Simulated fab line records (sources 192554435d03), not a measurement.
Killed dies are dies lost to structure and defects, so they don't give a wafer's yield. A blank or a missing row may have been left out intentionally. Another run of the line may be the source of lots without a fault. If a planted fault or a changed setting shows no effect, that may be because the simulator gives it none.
Which tool was responsible? || flow n5Finfet || 10 lots, 30 wafers sampled, at 5 steps of a route of 1938

## WHAT THE GAUGES READ, wafer by wafer
N5_BEOL_M12_THK_MEAS_50: measures by xrf.
{"lot": "L656", "measured": "day 11 04:02", "on": "filmMetro-02", "M12_THK (nm)": "316 315 316"}
{"lot": "L658", "measured": "day 11 19:31", "on": "filmMetro-02", "M12_THK (nm)": "318 323 315"}
{"lot": "L661", "measured": "day 12 10:57", "on": "filmMetro-02", "M12_THK (nm)": "317 319 318"}
{"lot": "L666", "measured": "day 13 05:09", "on": "filmMetro-01", "M12_THK (nm)": "327 321 317"}
{"lot": "L667", "measured": "day 14 00:19", "on": "filmMetro-02", "M12_THK (nm)": "311 320 309"}
{"lot": "L671", "measured": "day 14 13:25", "on": "filmMetro-02", "M12_THK (nm)": "322 328 317"}
{"lot": "L676", "measured": "day 16 09:20", "on": "filmMetro-01", "M12_THK (nm)": "311 313 317"}
{"lot": "L673", "measured": "day 16 10:01", "on": "filmMetro-01", "M12_THK (nm)": "316 319 313"}
{"lot": "L677", "measured": "day 16 11:52", "on": "filmMetro-01", "M12_THK (nm)": "314 312 322"}
{"lot": "L678", "measured": "day 16 18:44", "on": "filmMetro-02", "M12_THK (nm)": "316 323 318"}

## TOOL THAT RAN EACH LOT (tool first, then ch and the chambers of the sampled wafers, then the start)
{"lot": "L656", "N5_BEOL_M12_TRENCH_ETCH_34": "rieDiel-02 ch 2,3, day 11 00:36", "N5_BEOL_M12_STRIP_37": "plasmaAsher-01 ch 0,1, day 11 00:47", "N5_BEOL_M12_SPUTTER_44": "pvdSputter-02, day 11 02:49", "N5_BEOL_M12_CMP_49": "cmp-02 ch 1,2, day 11 03:44"}
{"lot": "L658", "N5_BEOL_M12_TRENCH_ETCH_34": "rieDiel-04 ch 0,1,2, day 11 16:16", "N5_BEOL_M12_STRIP_37": "plasmaAsher-01 ch 0,1, day 11 16:28", "N5_BEOL_M12_SPUTTER_44": "pvdSputter-03, day 11 18:10", "N5_BEOL_M12_CMP_49": "cmp-02 ch 0,1,3, day 11 19:15"}
{"lot": "L661", "N5_BEOL_M12_TRENCH_ETCH_34": "rieDiel-02 ch 0,2, day 12 07:13", "N5_BEOL_M12_STRIP_37": "plasmaAsher-02 ch 0,1, day 12 07:25", "N5_BEOL_M12_SPUTTER_44": "pvdSputter-03, day 12 09:18", "N5_BEOL_M12_CMP_49": "cmp-02 ch 1,2,3, day 12 10:39"}
{"lot": "L666", "N5_BEOL_M12_TRENCH_ETCH_34": "rieDiel-04 ch 1,2,3, day 13 02:08", "N5_BEOL_M12_STRIP_37": "plasmaAsher-01 ch 0, day 13 02:20", "N5_BEOL_M12_SPUTTER_44": "pvdSputter-02, day 13 04:04", "N5_BEOL_M12_CMP_49": "cmp-01 ch 1,3, day 13 04:51"}
{"lot": "L667", "N5_BEOL_M12_TRENCH_ETCH_34": "rieDiel-03 ch 1,3, day 13 20:43", "N5_BEOL_M12_STRIP_37": "plasmaAsher-01 ch 0,1, day 13 20:55", "N5_BEOL_M12_SPUTTER_44": "pvdSputter-02, day 13 23:23", "N5_BEOL_M12_CMP_49": "cmp-02 ch 0,1,2, day 14 00:01"}
{"lot": "L671", "N5_BEOL_M12_TRENCH_ETCH_34": "rieDiel-03 ch 0,1, day 14 11:29", "N5_BEOL_M12_STRIP_37": "plasmaAsher-02 ch 0,1, day 14 11:41", "N5_BEOL_M12_SPUTTER_44": "pvdSputter-03, day 14 12:25", "N5_BEOL_M12_CMP_49": "cmp-03 ch 1,2,3, day 14 13:11"}
{"lot": "L676", "N5_BEOL_M12_TRENCH_ETCH_34": "rieDiel-03 ch 1,2,3, day 16 04:13", "N5_BEOL_M12_STRIP_37": "plasmaAsher-01 ch 0,1, day 16 04:25", "N5_BEOL_M12_SPUTTER_44": "pvdSputter-03, day 16 08:24", "N5_BEOL_M12_CMP_49": "cmp-03 ch 0,1,3, day 16 09:04"}
{"lot": "L673", "N5_BEOL_M12_TRENCH_ETCH_34": "rieDiel-02 ch 0,1,2, day 16 04:52", "N5_BEOL_M12_STRIP_37": "plasmaAsher-01 ch 0,1, day 16 05:03", "N5_BEOL_M12_SPUTTER_44": "pvdSputter-03, day 16 09:05", "N5_BEOL_M12_CMP_49": "cmp-02 ch 0,2,3, day 16 09:44"}
{"lot": "L677", "N5_BEOL_M12_TRENCH_ETCH_34": "rieDiel-02 ch 0,1,2, day 16 06:33", "N5_BEOL_M12_STRIP_37": "plasmaAsher-02 ch 0,1, day 16 06:46", "N5_BEOL_M12_SPUTTER_44": "pvdSputter-02, day 16 10:52", "N5_BEOL_M12_CMP_49": "cmp-03 ch 2,3, day 16 11:34"}
{"lot": "L678", "N5_BEOL_M12_TRENCH_ETCH_34": "rieDiel-03 ch 0,3, day 16 16:43", "N5_BEOL_M12_STRIP_37": "plasmaAsher-02 ch 0,1, day 16 16:55", "N5_BEOL_M12_SPUTTER_44": "pvdSputter-02, day 16 17:47", "N5_BEOL_M12_CMP_49": "cmp-02 ch 0,1,2, day 16 18:28"}
- N5_BEOL_M12_TRENCH_ETCH_34: etches SiOC in C4F8/O2/Ar, target depth 318.95 nm, time 125.5 s.
- N5_BEOL_M12_STRIP_37: strips in N2/H2.
- N5_BEOL_M12_SPUTTER_44: material Ta, target thk 10 nm, time 16.13 s.
- N5_BEOL_M12_CMP_49: polishes, stops on SiOC, t overpolish 20.6 s, target thk 320 nm.

## AS READ BY THE TOOLS THEMSELVES (means over the sampled wafers that have a number; for cases with no such wafer, the mark the record gives instead)
N5_BEOL_M12_TRENCH_ETCH_34.
{"lot": "L656", "tool": "rieDiel-02", "biasW (W)": 700.3, "drypumpMotorCurrentA (A)": 5.6, "heInnerTorr (Torr)": 14.99, "oesProductAu (a.u.)": 0.82, "rfVppV (V)": 667, "showerheadPlenumPTorr (Torr)": 3.51, "throttleValvePct (%)": 24.32}
{"lot": "L658", "tool": "rieDiel-04", "biasW (W)": 699.4, "drypumpMotorCurrentA (A)": 6.1, "heInnerTorr (Torr)": 15.01, "oesProductAu (a.u.)": 0.80, "rfVppV (V)": 666, "showerheadPlenumPTorr (Torr)": 3.43, "throttleValvePct (%)": 23.97}
{"lot": "L661", "tool": "rieDiel-02", "biasW (W)": 700.5, "drypumpMotorCurrentA (A)": 6.0, "heInnerTorr (Torr)": 14.98, "oesProductAu (a.u.)": 0.75, "rfVppV (V)": 667, "showerheadPlenumPTorr (Torr)": 3.44, "throttleValvePct (%)": 24.12}
{"lot": "L666", "tool": "rieDiel-04", "biasW (W)": 699.0, "drypumpMotorCurrentA (A)": 5.8, "heInnerTorr (Torr)": 14.99, "oesProductAu (a.u.)": 0.87, "rfVppV (V)": 665, "showerheadPlenumPTorr (Torr)": 3.36, "throttleValvePct (%)": 24.01}
{"lot": "L667", "tool": "rieDiel-03", "biasW (W)": 700.2, "drypumpMotorCurrentA (A)": 6.1, "heInnerTorr (Torr)": 14.96, "oesProductAu (a.u.)": 0.77, "rfVppV (V)": 662, "showerheadPlenumPTorr (Torr)": 3.28, "throttleValvePct (%)": 24.37}
{"lot": "L671", "tool": "rieDiel-03", "biasW (W)": 701.5, "drypumpMotorCurrentA (A)": 6.4, "heInnerTorr (Torr)": 15.05, "oesProductAu (a.u.)": 0.87, "rfVppV (V)": 663, "showerheadPlenumPTorr (Torr)": 3.31, "throttleValvePct (%)": 24.08}
{"lot": "L676", "tool": "rieDiel-03", "biasW (W)": 699.1, "drypumpMotorCurrentA (A)": 6.1, "heInnerTorr (Torr)": 14.99, "oesProductAu (a.u.)": 0.88, "rfVppV (V)": 666, "showerheadPlenumPTorr (Torr)": 3.46, "throttleValvePct (%)": 24.17}
{"lot": "L673", "tool": "rieDiel-02", "biasW (W)": 700.7, "drypumpMotorCurrentA (A)": 6.1, "heInnerTorr (Torr)": 15.00, "oesProductAu (a.u.)": 0.78, "rfVppV (V)": 665, "showerheadPlenumPTorr (Torr)": 3.39, "throttleValvePct (%)": 24.09}
{"lot": "L677", "tool": "rieDiel-02", "biasW (W)": 699.7, "drypumpMotorCurrentA (A)": 6.1, "heInnerTorr (Torr)": 15.02, "oesProductAu (a.u.)": 0.78, "rfVppV (V)": 664, "showerheadPlenumPTorr (Torr)": 3.39, "throttleValvePct (%)": 24.09}
{"lot": "L678", "tool": "rieDiel-03", "biasW (W)": 701.3, "drypumpMotorCurrentA (A)": 6.0, "heInnerTorr (Torr)": 14.99, "oesProductAu (a.u.)": 0.79, "rfVppV (V)": 664, "showerheadPlenumPTorr (Torr)": 3.37, "throttleValvePct (%)": 24.14}

N5_BEOL_M12_STRIP_37.
{"lot": "L656", "tool": "plasmaAsher-01", "drypumpMotorCurrentA (A)": 6.1, "heaterPowerW (W)": 328, "oesProductAu (a.u.)": 0.796}
{"lot": "L658", "tool": "plasmaAsher-01", "drypumpMotorCurrentA (A)": 5.7, "heaterPowerW (W)": 338, "oesProductAu (a.u.)": 0.811}
{"lot": "L661", "tool": "plasmaAsher-02", "drypumpMotorCurrentA (A)": 5.0, "heaterPowerW (W)": 306, "oesProductAu (a.u.)": 0.786}
{"lot": "L666", "tool": "plasmaAsher-01", "drypumpMotorCurrentA (A)": 5.4, "heaterPowerW (W)": 356, "oesProductAu (a.u.)": 0.789}
{"lot": "L667", "tool": "plasmaAsher-01", "drypumpMotorCurrentA (A)": 5.7, "heaterPowerW (W)": 336, "oesProductAu (a.u.)": 0.787}
{"lot": "L671", "tool": "plasmaAsher-02", "drypumpMotorCurrentA (A)": 5.2, "heaterPowerW (W)": 316, "oesProductAu (a.u.)": 0.795}
{"lot": "L676", "tool": "plasmaAsher-01", "drypumpMotorCurrentA (A)": 6.1, "heaterPowerW (W)": 328, "oesProductAu (a.u.)": 0.783}
{"lot": "L673", "tool": "plasmaAsher-01", "drypumpMotorCurrentA (A)": 6.1, "heaterPowerW (W)": 334, "oesProductAu (a.u.)": 0.798}
{"lot": "L677", "tool": "plasmaAsher-02", "drypumpMotorCurrentA (A)": 5.0, "heaterPowerW (W)": 305, "oesProductAu (a.u.)": 0.789}
{"lot": "L678", "tool": "plasmaAsher-02", "drypumpMotorCurrentA (A)": 5.1, "heaterPowerW (W)": 308, "oesProductAu (a.u.)": 0.799}

N5_BEOL_M12_SPUTTER_44.
{"lot": "L656", "tool": "pvdSputter-02", "chamberPressurePa (Pa)": 0.07002, "throttleValvePct (%)": 29.0}
{"lot": "L658", "tool": "pvdSputter-03", "chamberPressurePa (Pa)": 0.07011, "throttleValvePct (%)": 30.6}
{"lot": "L661", "tool": "pvdSputter-03", "chamberPressurePa (Pa)": 0.07004, "throttleValvePct (%)": 30.2}
{"lot": "L666", "tool": "pvdSputter-02", "chamberPressurePa (Pa)": 0.07008, "throttleValvePct (%)": 29.8}
{"lot": "L667", "tool": "pvdSputter-02", "chamberPressurePa (Pa)": 0.06999, "throttleValvePct (%)": 30.6}
{"lot": "L671", "tool": "pvdSputter-03", "chamberPressurePa (Pa)": 0.06991, "throttleValvePct (%)": 30.8}
{"lot": "L676", "tool": "pvdSputter-03", "chamberPressurePa (Pa)": 0.07007, "throttleValvePct (%)": 31.2}
{"lot": "L673", "tool": "pvdSputter-03", "chamberPressurePa (Pa)": 0.06995, "throttleValvePct (%)": 30.5}
{"lot": "L677", "tool": "pvdSputter-02", "chamberPressurePa (Pa)": 0.07002, "throttleValvePct (%)": 29.7}
{"lot": "L678", "tool": "pvdSputter-02", "chamberPressurePa (Pa)": 0.07000, "throttleValvePct (%)": 29.8}

N5_BEOL_M12_CMP_49.
{"lot": "L656", "tool": "cmp-02", "barrierFieldEndpointS (s)": 29.9, "headPressurePsi (psi)": 1.0017, "motorCurrentA (A)": 5.8, "retainingRingPressureFrac": 1.004}
{"lot": "L658", "tool": "cmp-02", "barrierFieldEndpointS (s)": 30.0, "headPressurePsi (psi)": 1.0004, "motorCurrentA (A)": 5.6, "retainingRingPressureFrac": 0.994}
{"lot": "L661", "tool": "cmp-02", "barrierFieldEndpointS (s)": 30.7, "headPressurePsi (psi)": 0.9982, "motorCurrentA (A)": 5.7, "retainingRingPressureFrac": 0.998}
{"lot": "L666", "tool": "cmp-01", "barrierFieldEndpointS (s)": 30.3, "headPressurePsi (psi)": 0.9998, "motorCurrentA (A)": 6.3, "retainingRingPressureFrac": 1.000}
{"lot": "L667", "tool": "cmp-02", "barrierFieldEndpointS (s)": 30.1, "headPressurePsi (psi)": 0.9999, "motorCurrentA (A)": 6.0, "retainingRingPressureFrac": 1.003}
{"lot": "L671", "tool": "cmp-03", "barrierFieldEndpointS (s)": 30.2, "headPressurePsi (psi)": 0.9991, "motorCurrentA (A)": 5.9, "retainingRingPressureFrac": 1.002}
{"lot": "L676", "tool": "cmp-03", "barrierFieldEndpointS (s)": 29.5, "headPressurePsi (psi)": 0.9994, "motorCurrentA (A)": 5.9, "retainingRingPressureFrac": 0.996}
{"lot": "L673", "tool": "cmp-02", "barrierFieldEndpointS (s)": 29.7, "headPressurePsi (psi)": 0.9990, "motorCurrentA (A)": 6.0, "retainingRingPressureFrac": 1.001}
{"lot": "L677", "tool": "cmp-03", "barrierFieldEndpointS (s)": 30.9, "headPressurePsi (psi)": 1.0025, "motorCurrentA (A)": 5.6, "retainingRingPressureFrac": 0.998}
{"lot": "L678", "tool": "cmp-02", "barrierFieldEndpointS (s)": 30.4, "headPressurePsi (psi)": 0.9988, "motorCurrentA (A)": 5.9, "retainingRingPressureFrac": 0.996}

## THE ANSWER, worked out from the rows above alone
Rule: usual is defined by the lots themselves. Put in order of their means at a reading, lots are off if they are a third of the lots or fewer, leave a main group of 4 or more, and stand apart from it by a gap of 3 or more times the standard deviation of the main group's means; of several such gaps the widest counts. A main group whose means are all the same, to the digits that the tables above print for the reading, isn't used. Also off: a lot with no number at a reading for which 4 or more lots have one. Where the step has rows for the other lots, those lots are counted as sound. Order of review: gauges by route order, followed by the tools' own readings, for which a lot's mean as printed above is used. The first step at which some lot is off is used, and at that step the reading that is off furthest; a lot without a number counts as furthest.
None of the lots is off at any reading shown; this tells nothing.

## WHAT THE SIMULATOR PUT IN
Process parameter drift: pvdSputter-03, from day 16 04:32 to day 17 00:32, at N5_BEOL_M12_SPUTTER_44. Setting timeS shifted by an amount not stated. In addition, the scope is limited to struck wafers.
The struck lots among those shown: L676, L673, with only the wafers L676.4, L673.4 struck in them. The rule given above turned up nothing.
